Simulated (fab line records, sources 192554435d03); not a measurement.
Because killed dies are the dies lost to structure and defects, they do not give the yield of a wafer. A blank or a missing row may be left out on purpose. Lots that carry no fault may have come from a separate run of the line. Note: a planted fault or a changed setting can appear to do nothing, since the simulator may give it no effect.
fab line records	flow n5_finfet
[record] lots = 10	wafers = 30	last_day = 19
route steps=1938 shown DUMMY_GATE@219 SPACER0@259 SD_EPI_N@263 BEOL_M4@1111 PASSIVATION@1936
lots that met no fault: from a run of the same line without faults
start_h: start of the lot's first displayed wafer, in hours after the record's first day	wait_h: hours since the lot's step before	" unchanged from the row above	L1.1+2: several wafers, shown together as one row	- no value present, or no start provided	* or withheld: withheld	< > ~ a bound
route shown NAME@n: names a module that has steps shown in the file, with the first one's number in the route	usual: mean/standard deviation taken from wafers without a fault	same: alike in all rows	chamber/n: place in a boat	sites: readings site by site	_std_site: the values' standard deviation	_edge_site: the outer-site mean with the inner-site mean subtracted	radius_mm: how far each site lies from the wafer's centre	mask NAME#n: copy n	behind: the most recent tool/chamber to have shaped the wafer	hold: reason for holding the lot/hours on hold/outcome of the hold	device: whichever transistor did not switch (one of n, p or np)	end of line: tests of these same wafers at the route's end	a step given without rows: its recipe and nothing more	killed: the dies lost at the first sort to structure and to defects; this is not the yield of the wafer	map: shows each die of a wafer: x if killed, . if not, _ if none is there
set.NAME: setting as actually run; set.NAME@STEP: the setting as run at that earlier step	model.NAME: the simulator's own value behind a step, which no gauge read
steps of the route over a sample of lots; a table a step, a row a wafer
services: the hour from which a tool's chamber was out of use, counted from the record's first day as start_h (under 0 if before that day), plus the number of hours and why
[[steps]]
[step N5_DUMMY_GATE_THK_MEAS_05]
[usual] thk_nm = 72.0/0.91
lot.wafer	tool	chamber	start_h	wait_h	thk_nm
L533.2	film_metro-02	-	43.41	0.2	73.1
L533.5	"	-	"	"	72.5
L533.6	"	-	"	"	72.0
L538.1	film_metro-01	-	71.17	0.2	71.9
L538.4	"	-	"	"	72.5
L538.5	"	-	"	"	71.8
L540.3	film_metro-02	-	83.63	0.1	70.6
L540.5	"	-	"	"	71.6
L540.6	"	-	"	"	72.8
L544.4	film_metro-02	-	110.27	0.2	71.2
L544.5	"	-	"	"	71.4
L544.6	"	-	"	"	70.9
L545.2	film_metro-02	-	118.63	0.2	73.9
L545.5	"	-	"	"	72.9
L545.6	"	-	"	"	72.7
L546.4	film_metro-01	-	121.20	0.1	72.8
L546.5	"	-	"	"	73.2
L546.6	"	-	"	"	70.7
L547.2	film_metro-01	-	128.49	0.2	70.7
L547.3	"	-	"	"	70.9
L547.4	"	-	"	"	70.1
L548.1	film_metro-01	-	132.12	0.1	73.4
L548.5	"	-	"	"	71.7
L548.6	"	-	"	"	70.9
L555.2	film_metro-01	-	175.51	0.1	70.8
L555.3	"	-	"	"	71.0
L555.6	"	-	"	"	71.9
L556.3	film_metro-02	-	180.08	0.2	72.1
L556.4	"	-	"	"	72.1
L556.5	"	-	"	"	70.9
[step N5_DUMMY_GATE_CD_MEAS_50]
[recipe] target_cd_nm = 14
[usual] cd_nm = 13.8/0.37
lot.wafer	tool	chamber	start_h	wait_h	cd_nm
L533.2	cd_sem-03	-	51.52	0.0	13.4
L533.5	"	-	"	"	13.5
L533.6	"	-	"	"	14.7
L538.1	cd_sem-01	-	75.96	0.0	13.7
L538.4	"	-	"	"	13.9
L538.5	"	-	"	"	13.8
L540.3	cd_sem-03	-	88.44	0.0	13.7
L540.5	"	-	"	"	13.2
L540.6	"	-	"	"	13.5
L544.4	cd_sem-02	-	115.21	0.0	13.8
L544.5	"	-	"	"	13.2
L544.6	"	-	"	"	14.2
L545.2	cd_sem-03	-	125.54	0.0	13.4
L545.5	"	-	"	"	13.6
L545.6	"	-	"	"	13.2
L546.4	cd_sem-03	-	126.04	0.0	13.8
L546.5	"	-	"	"	14.3
L546.6	"	-	"	"	13.8
L547.2	cd_sem-01	-	133.32	0.0	13.4
L547.3	"	-	"	"	14.0
L547.4	"	-	"	"	13.7
L548.1	cd_sem-02	-	136.94	0.0	13.4
L548.5	"	-	"	"	13.6
L548.6	"	-	"	"	13.2
L555.2	cd_sem-01	-	180.33	0.0	13.4
L555.3	"	-	"	"	13.7
L555.6	"	-	"	"	13.7
L556.3	cd_sem-03	-	185.14	0.1	13.3
L556.4	"	-	"	"	13.6
L556.5	"	-	"	"	13.4
[step N5_SPACER0_ALD_00]
[recipe] material = SiOCN	target_thk_a = 35	temp_c = 400	ald_precursor_family = alkyl-aminosilane	ald_co_reactant = O2/N2-plasma	pulse_time_s = 3	purge_time_s = 2	co_reactant_purge_time_s = 2	ald_cycles = 58	pressure_torr = 2
[usual] heater_power_w = 832/73	precursor_pulse_height_rel = 0.998/0.02
lot.wafer	tool	chamber	start_h	wait_h	heater_power_w	precursor_pulse_height_rel
L533.2	ald_sin-04	2	52.48	0.1	789	1.026
L533.5	"	3	"	"	764	0.991
L533.6	"	0	"	"	803	0.964
L538.1	ald_sin-02	2	77.15	0.1	897	0.987
L538.4	"	3	"	"	819	1.017
L538.5	"	0	"	"	892	0.987
L540.3	ald_sin-04	3	90.59	0.1	748	0.957
L540.5	"	3	"	"	784	0.976
L540.6	"	2	"	"	772	0.992
L544.4	ald_sin-04	1	116.17	0.1	767	1.006
L544.5	"	2	"	"	787	0.989
L544.6	"	3	"	"	754	0.990
L545.2	ald_sin-01	1	126.69	0.1	906	0.970
L545.5	"	0	"	"	883	0.964
L545.6	"	3	"	"	983	0.970
L546.4	ald_sin-01	0	127.22	0.1	850	0.977
L546.5	"	0	"	"	848	0.992
L546.6	"	3	"	"	1010	0.987
L547.2	ald_sin-04	3	134.48	0.1	748	0.994
L547.3	"	0	"	"	808	0.991
L547.4	"	1	"	"	748	1.010
L548.1	ald_sin-04	2	137.93	0.1	804	0.994
L548.5	"	0	"	"	805	0.993
L548.6	"	1	"	"	757	0.990
L555.2	ald_sin-04	2	181.56	0.1	799	1.017
L555.3	"	1	"	"	735	0.979
L555.6	"	3	"	"	766	0.988
L556.3	ald_sin-04	1	186.52	0.1	773	1.015
L556.4	"	2	"	"	817	0.957
L556.5	"	0	"	"	830	0.999
[step N5_SD_EPI_N_COAT_33]
[recipe] resist = SiARC	temp_c = 220	time_s = 60	spin_rpm = 1500	resist_thk_nm = 35
[usual] exhaust_pa = 45.2/0.8	spin_speed_rpm = 1500.0/0.92
lot.wafer	tool	chamber	start_h	wait_h	exhaust_pa	spin_speed_rpm
L533.2	litho_track-04	0	52.93	-	46.3	1499.2
L533.5	"	0	"	"	45.4	1500.6
L533.6	"	0	"	"	44.8	1499.6
L538.1	litho_track-05	0	77.60	-	46.1	1500.4
L538.4	"	0	"	"	45.0	1499.7
L538.5	"	0	"	"	44.4	1499.9
L540.3	litho_track-03	0	91.04	-	45.0	1500.7
L540.5	"	0	"	"	45.8	1501.5
L540.6	"	0	"	"	44.3	1499.8
L544.4	litho_track-05	0	116.62	-	45.5	1436.6
L544.5	"	0	"	"	45.8	1435.2
L544.6	"	0	"	"	45.1	1436.5
L545.2	litho_track-05	0	127.14	-	44.8	1436.5
L545.5	"	0	"	"	45.2	1435.7
L545.6	"	0	"	"	44.4	1434.7
L546.4	litho_track-04	0	127.67	-	44.6	1498.3
L546.5	"	0	"	"	45.0	1500.2
L546.6	"	0	"	"	44.7	1499.1
L547.2	litho_track-04	0	134.95	-	45.6	1500.1
L547.3	"	0	"	"	45.8	1499.6
L547.4	"	0	"	"	46.3	1499.9
L548.1	litho_track-04	0	138.38	-	44.1	1498.4
L548.5	"	0	"	"	46.0	1497.8
L548.6	"	0	"	"	46.1	1500.8
L555.2	litho_track-03	0	182.01	-	45.9	1500.3
L555.3	"	0	"	"	45.5	1500.8
L555.6	"	0	"	"	45.2	1499.5
L556.3	litho_track-05	0	186.97	-	45.3	1499.3
L556.4	"	0	"	"	44.4	1500.2
L556.5	"	0	"	"	44.9	1500.3
[step N5_BEOL_M4_RC_MEAS_101]
[usual] DIBL_N = 36.6/1.9	DIBL_P = 36.7/2.2	IOFF_N = 0.16/0.035	IOFF_P = 0.22/0.038	ION_N = 672/14	ION_P = 462/8.3	SS_N = 71.6/0.65	SS_P = 73.5/0.72	VT_N = 250/3.5	VT_P = -250/3.1
lot.wafer	tool	chamber	start_h	wait_h	DIBL_N[mV/V]	DIBL_P[mV/V]	IOFF_N[nA/um]	IOFF_P[nA/um]	ION_N[uA/um]	ION_P[uA/um]	SS_N[mV/dec]	SS_P[mV/dec]	VT_N[mV]	VT_P[mV]
L533.2	prober-01	0	203.17	0.2	39.2	40.5	0.22	0.34	686	483	71.1	74.5	243	-239
L533.5	"	0	"	"	37.5	39.0	0.17	0.29	677	471	71.0	73.9	247	-244
L533.6	"	0	"	"	33.2	32.6	0.10	0.18	646	455	69.9	72.5	255	-252
L538.1	prober-02	0	222.91	0.0	35.6	35.6	0.12	0.20	653	462	71.6	72.9	255	-250
L538.4	"	0	"	"	37.4	37.6	0.16	0.22	651	448	72.3	73.5	252	-251
L538.5	"	0	"	"	34.8	36.4	0.13	0.21	661	462	70.8	73.2	253	-248
L540.3	prober-01	0	237.16	0.3	35.9	35.8	0.14	0.16	675	454	71.9	73.2	254	-256
L540.5	"	0	"	"	37.0	38.1	0.17	0.21	661	455	71.1	74.0	250	-252
L540.6	"	0	"	"	38.1	38.4	0.18	0.22	685	465	72.2	74.1	250	-254
L544.4	prober-01	0	254.94	0.5	32.7	34.8	0.12	0.18	655	459	70.9	72.7	252	-252
L544.5	"	0	"	"	36.4	38.2	0.18	0.23	670	466	72.2	73.1	249	-249
L544.6	"	0	"	"	33.4	34.6	0.12	0.18	665	460	71.6	72.6	253	-252
L545.2	prober-01	0	257.68	0.2	39.4	38.3	0.19	0.29	660	458	72.1	74.2	249	-245
L545.5	"	0	"	"	37.4	34.6	0.15	0.22	660	462	71.8	73.2	252	-248
L545.6	"	0	"	"	37.5	36.3	0.16	0.26	674	468	72.5	73.5	251	-248
L546.4	prober-01	0	272.38	0.5	35.5	35.2	0.13	0.18	650	451	71.8	73.1	252	-251
L546.5	"	0	"	"	33.3	32.9	0.11	0.16	656	459	70.9	72.7	254	-254
L546.6	"	0	"	"	35.3	34.6	0.14	0.18	665	452	71.5	73.1	253	-251
L547.2	prober-02	0	279.73	0.2	34.9	35.8	0.13	0.18	671	456	72.0	73.1	253	-253
L547.3	"	0	"	"	36.9	37.6	0.18	0.22	673	454	72.6	73.7	250	-250
L547.4	"	0	"	"	36.8	38.6	0.17	0.24	672	463	71.8	73.5	249	-248
L548.1	prober-01	0	283.47	0.0	36.6	32.5	0.13	0.18	661	455	71.1	73.0	252	-254
L548.5	"	0	"	"	37.8	34.6	0.16	0.22	673	457	71.8	74.1	247	-249
L548.6	"	0	"	"	41.0	37.7	0.23	0.27	677	462	72.7	74.2	244	-249
L555.2	prober-02	0	319.81	0.2	38.0	37.2	0.19	0.26	699	472	71.8	73.5	249	-244
L555.3	"	0	"	"	39.0	39.1	0.23	0.31	682	467	71.8	74.1	245	-244
L555.6	"	0	"	"	37.8	36.6	0.18	0.25	674	463	72.4	73.6	248	-245
L556.3	prober-01	0	328.16	0.3	37.0	38.4	0.17	0.22	674	467	71.4	73.3	251	-250
L556.4	"	0	"	"	36.8	38.0	0.17	0.24	676	459	72.2	74.1	248	-248
L556.5	"	0	"	"	38.7	39.6	0.20	0.26	694	470	72.2	73.6	249	-248
[step N5_PASSIVATION_PROBE_49]
[usual] defect_limited_yield = 91.6/1.4	killed_at_M0_to_M3 = 35/10	killed_at_M4_up = 13/4.8	killed_at_contacts = 12/7.2	killed_at_front_end = 36/12	killed_at_other = 4/3.1	killed_dies = 100/17	killed_on_rim = 13/4.2	killed_open = 66/13	killed_short = 32/7.3	sort_bin_5_function = 5.0/0.94	sort_bin_6_memory = 3.1/0.67	sort_bin_8_speed = 0.01/0.047	sort_n_pass = 1080/17	sort_yield_pct = 91.6/1.4
[same] gross_dies = 1180	killed_at_back_side = 0	sort_bin_4_leakage[%] = 0
lot.wafer	tool	chamber	start_h	wait_h	defect_limited_yield[%]	killed_at_M0_to_M3	killed_at_M4_up	killed_at_contacts	killed_at_front_end	killed_at_other	killed_dies	killed_on_rim	killed_open	killed_short	sort_bin_5_function[%]	sort_bin_6_memory[%]	sort_bin_8_speed[%]	sort_n_pass	sort_yield_pct[%]
L540.3	prober-01	-	356.88	0.1	89.7	32	8	16	65	0	121	15	83	37	5.8	4.0	0	1059	89.7
L540.5	prober-01	-	356.98	0.2	91.5	20	17	20	39	4	100	14	76	24	5.1	3.0	0	1080	91.5
L540.6	prober-01	-	357.03	0.3	91.8	33	19	8	31	6	97	10	68	29	5.7	2.5	0	1083	91.8
L545.2	prober-02	-	377.10	0.4	91.6	46	14	7	26	6	99	11	62	36	5.0	3.2	0	1081	91.6
L545.5	prober-02	-	377.25	0.5	91.5	42	15	4	38	1	100	9	59	40	5.3	2.6	0	1080	91.5
L545.6	prober-02	-	377.30	0.6	92.6	42	9	4	28	4	87	8	61	26	4.2	3.1	0	1093	92.6
L546.4	prober-01	-	389.16	0.2	92.3	26	11	15	32	7	91	9	55	36	4.1	3.0	0	1089	92.3
L546.5	prober-01	-	389.21	0.2	91.3	47	18	7	24	7	103	6	68	33	5.4	3.0	0	1077	91.3
L546.6	prober-01	-	389.26	0.3	91.7	30	15	7	41	5	98	10	66	32	5.5	2.6	0	1082	91.7
// killed by level:class
L540.3 STI_FIN_REVEAL:geometric_particle:open=25 MOL_CONTACT_COAG:geometric_particle:open=13 FIN_SAQP:geometric_particle:open=12 BEOL_M0_SAQP:geometric_particle:short=9 BEOL_M0_SAQP:geometric_particle:open=8 BEOL_M3:geometric_particle:open=6 BEOL_M3:geometric_particle:short=6 STARTING-WAFER:geometric_particle:short=5
L540.5 MOL_CONTACT_COAG:geometric_particle:open=16 STI_FIN_REVEAL:geometric_particle:open=13 BEOL_M4:geometric_particle:open=11 FIN_SAQP:geometric_particle:open=7 FIN_SAQP:geometric_particle:short=6 BEOL_M0_SAQP:geometric_particle:open=6 BEOL_M0_SAQP:geometric_particle:short=5 MOL_CONTACT_COAG:geometric_particle:short=4
L540.6 STI_FIN_REVEAL:geometric_particle:open=10 BEOL_M0_SAQP:geometric_particle:short=10 BEOL_M4:geometric_particle:open=10 BEOL_M0_SAQP:geometric_particle:open=9 MOL_CONTACT_COAG:geometric_particle:open=7 FIN_SAQP:geometric_particle:open=5 BEOL_M3:geometric_particle:open=5 ILD0:geometric_particle:short=4
L545.2 BEOL_M3:geometric_particle:open=14 BEOL_M0_SAQP:geometric_particle:short=13 BEOL_M0_SAQP:geometric_particle:open=10 BEOL_M4:geometric_particle:open=8 FIN_SAQP:geometric_particle:short=7 MOL_CONTACT_COAG:geometric_particle:open=6 FIN_SAQP:geometric_particle:open=5 BEOL_M3:geometric_particle:short=3
L545.5 BEOL_M0_SAQP:geometric_particle:short=13 FIN_SAQP:geometric_particle:short=10 BEOL_M4:geometric_particle:open=9 BEOL_M0_SAQP:geometric_particle:open=7 BEOL_M2:geometric_particle:open=7 FIN_SAQP:geometric_particle:open=6 BEOL_M0:geometric_particle:open=5 STARTING-WAFER:geometric_particle:open=5
L545.6 BEOL_M2:geometric_particle:open=19 ILD0:geometric_particle:short=6 BEOL_M0:geometric_particle:open=6 BEOL_M3:geometric_particle:open=6 DUMMY_GATE:geometric_particle:open=5 BEOL_M0_SAQP:geometric_particle:short=4 FIN_SAQP:geometric_particle:open=3 BEOL_M7:geometric_particle:open=3
L546.4 MOL_CONTACT_COAG:geometric_particle:open=12 BEOL_M0_SAQP:geometric_particle:short=9 FIN_SAQP:geometric_particle:short=7 GATE_CUT:geometric_particle:open=7 BEOL_M1:geometric_particle:open=6 FIN_SAQP:geometric_particle:open=4 BEOL_M0_SAQP:geometric_particle:open=4 STI_FIN_REVEAL:geometric_particle:open=3
L546.5 BEOL_M0_SAQP:geometric_particle:open=14 BEOL_M0_SAQP:geometric_particle:short=10 FIN_SAQP:geometric_particle:short=8 BEOL_M1:geometric_particle:open=8 MOL_CONTACT_COAG:geometric_particle:open=6 STI_FIN_REVEAL:geometric_particle:open=5 BEOL_M2:geometric_particle:open=5 BEOL_M7:geometric_particle:open=5
L546.6 FIN_SAQP:geometric_particle:open=10 BEOL_M0:geometric_particle:open=8 BEOL_M1:geometric_particle:open=7 MOL_CONTACT_COAG:geometric_particle:open=6 FIN_SAQP:geometric_particle:short=5 GATE_CUT:geometric_particle:open=5 STI_FIN_REVEAL:geometric_particle:open=4 DUMMY_GATE:geometric_particle:open=4
[[services]]
tool	chamber	start_h	hours	kind
litho_track-03	-	46.78	-	consumable_replace:filter
litho_track-05	-	81.07	-	consumable_replace:filter
ald_sin-01	0	93.11	4.9	repair
ald_sin-01	-	112.30	2.8	pm
ald_sin-04	2	141.60	3.9	repair
ald_sin-02	3	163.38	5.8	repair
ald_sin-02	-	177.80	14.0	pm
ald_sin-02	0	177.80	14.0	vent_cycle
ald_sin-02	1	177.80	14.0	vent_cycle
ald_sin-02	2	177.80	14.0	vent_cycle
ald_sin-02	3	177.80	14.0	vent_cycle
[[key]]
[first_sign] step = N5_SD_EPI_N_COAT_33	reading = spin_speed_rpm	direction = down	sigmas = 70	usual = *	struck = *
effect none on later readings
met_at N5_SD_EPI_N_COAT_33
struck_lots L544,L545
not_acting_at N5_DUMMY_GATE_THK_MEAS_05,N5_DUMMY_GATE_CD_MEAS_50,N5_SPACER0_ALD_00
onset_between 77.60 116.62
[fault] kind = process_parameter_drift	tool = litho_track-05	chamber = -	onset_h = 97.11	steps = N5_SD_EPI_N_COAT_33	channel = spin_rpm	offset = *	shape = step	end_h = 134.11	acts_in = *	stated = *
